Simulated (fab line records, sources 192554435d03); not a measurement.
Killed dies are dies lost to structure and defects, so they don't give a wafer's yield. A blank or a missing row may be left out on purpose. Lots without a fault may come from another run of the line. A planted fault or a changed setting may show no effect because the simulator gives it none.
fab line records | flow n5_finfet
record lots=6 wafers=16 last_day=17
route steps=1938 shown HKMG_FIN@430 BEOL_M4@1111 PASSIVATION@1936
lots that met no fault: from a run of the same line without faults
start_h: hours from the record's first day to the start of the lot's first wafer shown | wait_h: hours since the lot's step before | " the same as in the row above | L1.1+2: a row that stands for several wafers | - no value, or no start given | * or withheld: withheld | < > ~ a bound
route shown NAME@n: a module of which the file shows steps, and the number in the route of the first | usual: mean/standard deviation of fault-free wafers | same: alike in all rows | chamber/n: place in a boat | sites: the reading at each site | _std_site: their standard deviation | _edge_site: outer sites' mean less inner sites' | radius_mm: how far each site lies from the wafer's centre | mask NAME#n: copy n | behind: the tool/chamber that last shaped the wafer | hold: why the lot was held/for how many hours/how that ended | device: the transistor (n, p or np) that didn't switch | end of line: the same wafers' tests at the end of the route | a step without rows: its recipe alone | killed: dies lost to structure and defects at the first sort, not the wafer's yield | map: a wafer's dies, x killed, . not, _ none there
set.NAME: the setting as run; set.NAME@STEP: as run at that earlier step | model.NAME: the simulator's own value behind a step, which no gauge read
lots at some steps of the route; a table a step, a row a wafer
services: from which hour (start_h, from the record's first day; less than 0 if before it) a tool's chamber was out of use, for how many hours, and why
## steps
# step N5_HKMG_FIN_CD_MEAS_12
# recipe target_cd_nm=92.8 landing_energy_ev=500 detector=se_inlens
# usual cd_nm=92.8/1.2
# columns lot.wafer tool chamber start_h wait_h cd_nm
L472.2 cd_sem-02 0 84.09 - 93.6
L472.3 " 0 " " 93.2
L472.5 " 0 " " 91.6
L480.1 cd_sem-03 0 130.09 - 92.3
L480.2 " 0 " " 92.9
L480.4 " 0 " " 92.7
L486.2 cd_sem-01 0 167.73 - 91.3
L486.5 " 0 " " 92.2
L487.2 cd_sem-03 0 170.08 - 94.2
L487.6 " 0 " " 95.4
L490.1 cd_sem-01 0 191.38 - 92.8
L490.3 " 0 " " 91.9
L490.4 " 0 " " 91.0
L492.4 cd_sem-02 0 206.89 - 92.9
L492.5 " 0 " " 95.4
L492.6 " 0 " " 93.9
# step N5_HKMG_FIN_OVL_MEAS_13
# recipe points_per_wafer=44
# usual NWFM_OVL=-0.1/0.87
# same points_per_wafer=44
# columns lot.wafer tool chamber start_h wait_h NWFM_OVL[nm]
L472.2 overlay-02 0 84.12 0.0 -1.1
L472.3 " 0 " " 0.8
L472.5 " 0 " " -0.4
L480.1 overlay-02 0 130.12 0.0 0.3
L480.2 " 0 " " 0.5
L480.4 " 0 " " 0.1
L486.2 overlay-01 0 167.76 0.0 -0.5
L486.5 " 0 " " -0.6
L487.2 overlay-01 0 170.11 0.0 1.4
L487.6 " 0 " " 0.8
L490.1 overlay-02 0 191.41 0.0 -0.4
L490.3 " 0 " " -0.3
L490.4 " 0 " " -1.0
L492.4 overlay-02 0 206.92 0.0 0.1
L492.5 " 0 " " 0.4
L492.6 " 0 " " 1.2
# step N5_HKMG_FIN_INSPECT_14
# recipe mode=adi inspect_instrument=macro
# usual raw_defect_count=2.2/1.5
# columns lot.wafer tool chamber start_h wait_h raw_defect_count
L472.2 defect_inspect-01 - 84.14 0.0 3
L472.3 " - " " 2
L472.5 " - " " 2
L480.1 defect_inspect-01 - 130.14 0.0 2
L480.2 " - " " 2
L480.4 " - " " 0
L486.2 defect_inspect-01 - 167.79 0.0 4
L486.5 " - " " 3
L487.2 defect_inspect-02 - 170.14 0.0 1
L487.6 " - " " 5
L490.1 defect_inspect-01 - 191.43 0.0 3
L490.3 " - " " 2
L490.4 " - " " 4
L492.4 defect_inspect-01 - 206.94 0.0 4
L492.5 " - " " 3
L492.6 " - " " 1
# step N5_HKMG_FIN_DESCUM_17
# recipe chemistry=O2 time_s=7.9 source_power_w=50 bias_power_w=20 pressure_mtorr=20 rf_frequency_hz=2.712e+07 temp_c=40 resist=CAR-ArF o2_flow_sccm=225
# usual drypump_motor_current_A=5.6/0.41 oes_product_au=0.79/0.082 rf_vpp_V=243.1/1.3 showerhead_plenum_p_Torr=2.09/0.07 throttle_valve_pct=20.33/0.2
# columns lot.wafer tool chamber start_h wait_h drypump_motor_current_A oes_product_au rf_hours_counter_h rf_vpp_V showerhead_plenum_p_Torr throttle_valve_pct
L472.2 rie_diel-01 2 84.18 0.0 5.6 0.93 19 241.8 2.07 20.28
L472.3 " 1 " " 5.4 0.72 219 243.7 2.04 20.55
L472.5 " 3 " " 6.2 0.71 - 243.8 2.05 20.42
L480.1 rie_diel-06 2 130.72 0.6 5.8 0.87 46 243.6 2.11 20.07
L480.2 " 1 " " 6.3 0.93 7 245.4 2.25 20.34
L480.4 " 3 " " 5.0 0.93 30 243.2 2.06 20.44
L486.2 rie_diel-06 2 167.91 0.1 5.8 0.85 60 244.7 2.10 20.09
L486.5 " 2 " " 5.8 0.86 - 243.7 2.10 20.09
L487.2 rie_diel-01 0 170.17 0.0 5.2 0.83 66 244.1 2.21 20.40
L487.6 " 3 " " 6.2 0.69 - 243.2 2.04 20.46
L490.1 rie_diel-06 1 191.47 0.0 6.3 0.88 29 245.1 2.24 20.37
L490.3 " 3 " " 5.0 0.89 52 243.4 2.06 20.47
L490.4 " 0 " " 5.2 0.72 209 242.4 2.14 20.02
L492.4 rie_diel-01 1 207.05 0.1 5.4 0.71 - 243.0 2.03 20.59
L492.5 " 2 " " 5.6 0.85 - 243.1 2.05 20.33
L492.6 " 0 " " 5.2 0.81 - 245.4 2.21 20.40
# step N5_HKMG_FIN_ETCH_31
# recipe chemistry=CF4 target=SiARC target_depth_a=455 mask_material=CAR-ArF time_s=75.8 ion_energy_ev=80 pressure_mtorr=40 source_w=545 bias_w=36 Ar_flow_sccm=100 cf4_flow_sccm=100 ends=cleared
# usual drypump_motor_current_A=5.6/0.4 etch_rf_on_time_s=75.3/2.2 mfc_ar_sccm=99.97/0.3 oes_product_au=0.68/0.071 rf_vpp_V=184.1/1.1 showerhead_plenum_p_Torr=2.14/0.062 throttle_valve_pct=15.55/0.19
# columns lot.wafer tool chamber start_h wait_h drypump_motor_current_A etch_rf_on_time_s mfc_ar_sccm oes_product_au rf_hours_counter_h rf_vpp_V showerhead_plenum_p_Torr throttle_valve_pct
L472.2 rie_diel-01 2 84.21 0.0 5.6 76.1 99.78 0.79 19 183.4 2.09 15.31
L472.3 " 1 " " 5.3 73.5 100.05 0.62 219 185.5 2.11 15.89
L472.5 " 3 " " 6.1 73.9 100.01 0.62 - 184.6 2.11 15.70
L480.1 rie_diel-06 2 130.75 0.0 5.8 70.7 100.02 0.78 46 183.4 2.18 15.43
L480.2 " 1 " " 6.4 74.0 99.62 0.83 7 185.4 2.26 15.34
L480.4 " 3 " " 5.1 77.5 100.10 0.75 30 184.5 2.10 15.54
L486.2 rie_diel-06 2 167.94 0.0 5.8 70.1 99.54 0.76 60 183.8 2.18 15.48
L486.5 " 2 " " 5.8 69.4 100.16 0.76 - 183.7 2.18 15.46
L487.2 rie_diel-01 3 170.21 0.0 6.1 73.3 100.13 0.60 247 184.0 2.10 15.77
L487.6 " 3 " " 6.1 73.1 99.69 0.61 - 184.0 2.10 15.76
L490.1 rie_diel-06 1 191.50 0.0 6.3 73.6 100.12 0.78 29 184.9 2.25 15.38
L490.3 " 3 " " 5.0 77.3 100.51 0.73 52 184.6 2.09 15.59
L490.4 " 0 " " 5.2 77.3 100.12 0.59 209 184.6 2.21 15.49
L492.4 rie_diel-01 1 207.09 0.0 5.3 71.8 99.95 0.61 - 182.5 2.10 15.97
L492.5 " 2 " " 5.6 75.8 100.33 0.72 - 183.9 2.08 15.39
L492.6 " 0 " " 5.2 74.3 99.92 0.70 - 184.2 2.24 15.50
# step N5_HKMG_FIN_ETCH_32
# recipe chemistry=N2/H2 target=SOC target_depth_a=2400 temp_c=40 time_s=300 ion_energy_ev=200 mask_material=SiARC pressure_mtorr=30 source_w=840 bias_w=150 n2_flow_sccm=200 h2_flow_sccm=200
# usual drypump_motor_current_A=5.6/0.41 oes_product_au=0.80/0.081 rf_vpp_V=524.0/2.4 showerhead_plenum_p_Torr=2.55/0.083 throttle_valve_pct=17.79/0.26
# columns lot.wafer tool chamber start_h wait_h drypump_motor_current_A oes_product_au rf_hours_counter_h rf_vpp_V showerhead_plenum_p_Torr throttle_valve_pct
L472.2 rie_diel-01 2 84.27 0.0 5.6 0.92 19 521.9 2.48 17.44
L472.3 " 1 " " 5.3 0.73 219 522.9 2.51 18.14
L472.5 " 3 " " 6.1 0.72 - 524.0 2.53 18.21
L480.1 rie_diel-06 2 130.81 0.0 5.8 0.92 46 526.4 2.59 17.64
L480.2 " 1 " " 6.3 0.95 7 529.0 2.72 17.64
L480.4 " 3 " " 5.1 0.88 30 522.5 2.49 17.81
L486.2 rie_diel-06 2 168.00 0.0 5.8 0.90 60 525.2 2.58 17.67
L486.5 " 2 " " 5.8 0.92 - 525.5 2.58 17.67
L487.2 rie_diel-01 3 170.26 0.0 6.2 0.71 247 522.3 2.52 18.28
L487.6 " 3 " " 6.2 0.71 - 523.8 2.52 18.27
L490.1 rie_diel-06 1 191.56 0.0 6.3 0.90 29 528.4 2.71 17.67
L490.3 " 3 " " 5.0 0.86 52 523.0 2.48 17.83
L490.4 " 0 " " 5.2 0.70 209 524.8 2.62 17.61
L492.4 rie_diel-01 1 207.21 0.1 5.4 0.72 - 524.1 2.49 18.19
L492.5 " 2 " " 5.6 0.84 - 520.9 2.46 17.52
L492.6 " 0 " " 5.2 0.81 - 528.8 2.68 17.79
# step N5_HKMG_FIN_STRIP_33
# recipe chemistry=N2/H2 temp_c=40 n2_flow_sccm=200 h2_flow_sccm=200 rf_frequency_hz=6e+07
# step N5_HKMG_FIN_STRIP_34
# recipe chemistry=CF4 resist=SiARC power_w=300 bias_power_w=75 pressure_mtorr=50 cf4_flow_sccm=150 rf_frequency_hz=6e+07
# step N5_HKMG_FIN_ETCH_35
# recipe chemistry=N2/H2 target=SOC target_depth_a=2158 ion_energy_ev=65 bias_w=5 source_w=3000 time_s=243.4 pressure_mtorr=30 n2_flow_sccm=200 h2_flow_sccm=200
# step N5_HKMG_FIN_STRIP_92
# recipe chemistry=N2/H2 material=SOC time_s=20 power_w=500 temp_c=40 pressure_mtorr=50 rf_frequency_hz=6e+07 bias_power_w=8 h2_frac=0.5 n2_flow_sccm=300 h2_flow_sccm=300
# usual drypump_motor_current_A=5.6/0.41 oes_product_au=0.80/0.086 rf_vpp_V=54.2/0.89 showerhead_plenum_p_Torr=3.37/0.11 throttle_valve_pct=19.0/0.46
# columns lot.wafer tool chamber start_h wait_h drypump_motor_current_A oes_product_au rf_hours_counter_h rf_vpp_V showerhead_plenum_p_Torr throttle_valve_pct
L472.2 rie_diel-01 2 84.63 0.1 5.6 0.93 19 53.0 3.28 18.4
L472.3 " 1 " " 5.4 0.72 219 54.5 3.31 19.4
L472.5 " 3 " " 6.1 0.71 - 54.3 3.35 20.1
L480.1 rie_diel-06 2 131.17 0.1 5.8 0.91 46 54.5 3.42 19.0
L480.2 " 1 " " 6.4 0.96 7 55.1 3.58 18.6
L480.4 " 3 " " 5.1 0.89 31 55.2 3.29 19.2
L486.2 rie_diel-06 2 168.36 0.1 5.8 0.90 60 55.5 3.41 19.0
L486.5 " 2 " " 5.8 0.89 - 54.2 3.41 19.0
L487.2 rie_diel-01 3 170.62 0.1 6.1 0.70 247 54.3 3.33 20.1
L487.6 " 3 " " 6.1 0.69 - 54.5 3.33 20.1
L490.1 rie_diel-06 1 191.92 0.1 6.4 0.94 29 54.2 3.57 18.6
L490.3 " 3 " " 5.1 0.86 52 53.1 3.28 19.2
L490.4 " 0 " " 5.2 0.71 209 54.0 3.46 18.6
L492.4 rie_diel-01 1 207.51 0.0 5.4 0.70 - 55.5 3.30 19.4
L492.5 " 2 " " 5.6 0.85 - 54.9 3.26 18.5
L492.6 " 0 " " 5.2 0.81 - 55.9 3.53 19.1
# step N5_HKMG_FIN_WET_ETCH_18
# recipe chemistry=SC1 target=TiN mix=1:1:5 temp_c=* time_s=55 target_depth_nm=5.2 dry=ipa_marangoni rinse_time_s=30 rinse_temp_c=23
# step N5_HKMG_FIN_STRIP_19
# recipe chemistry=N2/H2 power_w=2500 temp_c=300 h2_frac=0.65 time_s=360 pressure_mtorr=withheld n2_flow_sccm=1750 h2_flow_sccm=3250
# usual drypump_motor_current_A=5.5/0.34 heater_power_w=475/56
# columns lot.wafer tool chamber start_h wait_h drypump_motor_current_A heater_power_w rf_hours_counter_h
L472.2 plasma_asher-01 1 84.77 0.0 5.4 505 38
L472.3 " 0 " " 5.6 543 -
L472.5 " 0 " " 5.7 543 -
L480.1 plasma_asher-02 0 131.32 0.0 5.8 426 98
L480.2 " 1 " " 4.9 411 98
L480.4 " 0 " " 5.8 419 -
L486.2 plasma_asher-01 1 168.50 0.0 5.4 514 53
L486.5 " 0 " " 5.7 541 -
L487.2 plasma_asher-02 0 170.77 0.0 5.8 423 107
L487.6 " 1 " " 4.9 416 -
L490.1 plasma_asher-01 1 192.06 0.0 5.5 523 59
L490.3 " 1 " " 5.4 500 -
L490.4 " 0 " " 5.6 551 -
L492.4 plasma_asher-01 0 207.75 0.1 5.7 535 -
L492.5 " 1 " " 5.4 510 -
L492.6 " 0 " " 5.6 536 -
# step N5_HKMG_FIN_ALD_91
# recipe material=TiN target_thk_a=10 temp_c=400 ald_precursor_family=TiCl4 ald_co_reactant=NH3 pulse_time_s=1 purge_time_s=3 co_reactant_purge_time_s=2 co_reactant_pulse_time_s=2 ald_cycles=47 pressure_torr=3
# usual co_reactant_pulse_time_s=2/0 heater_power_w=867/86 precursor_pulse_height_rel=0.998/0.019 susceptor_temp_C=399.99/0.23
# columns lot.wafer tool chamber start_h wait_h co_reactant_pulse_time_s heater_power_w precursor_pulse_height_rel susceptor_temp_C
L472.2 ald_metal-02 3 85.16 0.3 2 915 0.973 400.13
L472.3 " 0 " " 2 780 0.994 400.35
L472.5 " 2 " " 2 709 1.012 400.00
L480.1 ald_metal-04 1 131.71 0.3 2 892 1.009 400.17
L480.2 " 2 " " 2 956 1.023 400.33
L480.4 " 0 " " 2 838 0.987 399.69
L486.2 ald_metal-04 3 168.89 0.3 1.586 844 0.982 -
L486.5 " 2 " " 2 978 0.997 400.12
L487.2 ald_metal-04 2 171.15 0.3 1.586 949 1.007 -
L487.6 " 2 " " 1.586 970 1.008 -
L490.1 ald_metal-02 2 192.44 0.3 2 710 1.012 400.31
L490.3 " 3 " " 2 930 0.989 400.42
L490.4 " 1 " " 2 747 1.004 400.11
L492.4 ald_metal-02 2 208.01 0.1 2 699 1.032 400.05
L492.5 " 2 " " 2 684 0.999 400.24
L492.6 " 3 " " 2 940 0.991 399.85
# step N5_HKMG_FIN_COAT_85
# recipe resist=SOC temp_c=250 time_s=60 spin_rpm=1500 resist_thk_nm=300
# step N5_BEOL_M4_RC_MEAS_101
# usual DIBL_N=36.4/2.7 DIBL_P=36/3.2 IOFF_N=0.16/0.046 IOFF_P=0.21/0.055 ION_N=677/15 ION_P=464/11 SS_N=71.5/0.79 SS_P=73.3/0.93 VT_N=250/4.1 VT_P=-251/4.4
# columns lot.wafer tool chamber start_h wait_h DIBL_N[mV/V] DIBL_P[mV/V] IOFF_N[nA/um] IOFF_P[nA/um] ION_N[uA/um] ION_P[uA/um] SS_N[mV/dec] SS_P[mV/dec] VT_N[mV] VT_P[mV]
L472.2 prober-02 0 166.69 0.2 35.5 33 0.13 0.19 694 480 70.7 73.2 251 -248
L472.3 " 0 " " 34.2 32 0.13 0.18 673 460 70.3 72.9 252 -250
L472.5 " 0 " " 34.5 32 0.13 0.18 670 466 70.1 72.6 253 -252
L480.1 prober-01 0 235.59 0.0 39.1 39 0.19 0.27 699 478 72.6 74.8 247 -248
L480.2 " 0 " " 35.3 34 0.11 0.17 666 463 71.1 72.3 256 -254
L480.4 " 0 " " 35.4 33 0.11 0.17 651 456 71.3 72.2 258 -253
L487.2 prober-01 0 266.03 0.2 36.6 38 0.17 0.19 695 463 71.7 73.7 247 -253
L487.6 " 0 " " 36.1 37 0.14 0.17 681 451 71.5 72.9 254 -255
L486.2 prober-01 0 275.31 0.2 39.8 40 0.25 0.26 698 467 71.9 73.4 244 -249
L486.5 " 0 " " 34.9 35 0.14 0.18 658 457 70.8 72.5 254 -251
L490.1 prober-02 0 293.05 0.0 38.5 38 0.19 0.24 681 463 71.5 73.9 248 -248
L490.3 " 0 " " 38.0 38 0.19 0.26 679 471 72.1 74.8 245 -246
L490.4 " 0 " " 36.0 35 0.15 0.20 673 455 70.3 73.7 251 -250
L492.4 prober-02 0 317.09 0.5 39.8 40 0.23 0.26 692 470 72.3 74.0 245 -246
L492.5 " 0 " " 37.0 37 0.17 0.21 698 472 71.3 73.3 248 -250
L492.6 " 0 " " 40.3 42 0.26 0.30 696 471 73.2 74.7 244 -246
# step N5_PASSIVATION_PROBE_49
# usual defect_limited_yield=91.1/1.4 killed_at_M0_to_M3=34/9.7 killed_at_M4_up=13/5.1 killed_at_contacts=14/6.3 killed_at_front_end=40/11 killed_at_other=3.5/2.7 killed_dies=105/16 killed_open=70/12 killed_short=34/7.8 sort_bin_4_leakage=0.02/0.13 sort_bin_5_function=5.2/0.88 sort_bin_6_memory=3.3/0.7 sort_n_pass=1074/17 sort_yield_pct=91.0/1.5
# same gross_dies=1180 killed_at_back_side=0 sort_bin_8_speed[%]=0
# columns lot.wafer tool chamber start_h wait_h defect_limited_yield[%] killed_at_M0_to_M3 killed_at_M4_up killed_at_contacts killed_at_front_end killed_at_other killed_dies killed_open killed_short sort_bin_4_leakage[%] sort_bin_5_function[%] sort_bin_6_memory[%] sort_n_pass sort_yield_pct[%]
L486.2 prober-02 - 377.93 0.1 90.3 44 16 6 48 0 114 81 31 0 5.4 3.9 1066 90.3
L486.5 prober-02 - 378.08 0.2 91.2 41 22 3 33 5 104 67 36 0 5.4 3.1 1076 91.2
# killed by level:class
L486.2 FIN_SAQP:geometric_particle:open=22 BEOL_M0_SAQP:geometric_particle:open=17 BEOL_M0_SAQP:geometric_particle:short=11 BEOL_M3:geometric_particle:open=9 STI_FIN_REVEAL:geometric_particle:open=7 BEOL_M4:geometric_particle:open=7 DUMMY_GATE:geometric_particle:open=5 MOL_CONTACT_COAG:geometric_particle:open=5
L486.5 BEOL_M0_SAQP:geometric_particle:short=11 BEOL_M0_SAQP:geometric_particle:open=10 BEOL_M4:geometric_particle:open=10 FIN_SAQP:geometric_particle:short=8 BEOL_M2:geometric_particle:open=8 FIN_SAQP:geometric_particle:open=7 STARTING-WAFER:geometric_particle:open=5 DUMMY_GATE:geometric_particle:open=4
## services
# columns tool chamber start_h hours kind
rie_diel-06 1 88.25 - clean
rie_diel-06 1 88.25 - consumable_replace:focus_ring
rie_diel-06 1 88.25 - consumable_replace:showerhead
rie_diel-06 1 88.25 19.6 scheduled_down
rie_diel-06 1 88.25 19.6 vent_cycle
rie_diel-01 - 144.78 4.3 pm
ald_metal-04 0 172.22 17.7 repair
rie_diel-06 3 173.08 5.7 repair
ald_metal-04 1 188.14 11.8 repair
rie_diel-01 3 205.59 - clean
rie_diel-01 3 205.59 - consumable_replace:focus_ring
rie_diel-01 3 205.59 19.6 scheduled_down
rie_diel-01 3 205.59 19.6 vent_cycle
## key
first_sign step=N5_HKMG_FIN_ALD_91 reading=co_reactant_pulse_time_s direction=down sigmas=99+ usual=* struck=*
effect none on later readings
met_at N5_HKMG_FIN_ALD_91
struck_wafers L486.2,L487.2,L487.6
onset_between 131.71 168.89
fault kind=process_parameter_drift tool=ald_metal-04 chamber=- onset_h=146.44 steps=N5_HKMG_FIN_ALD_91 channel=co_reactant_pulse_time_s offset=* shape=step end_h=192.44 scope=struck_wafers_only acts_in=* stated=*
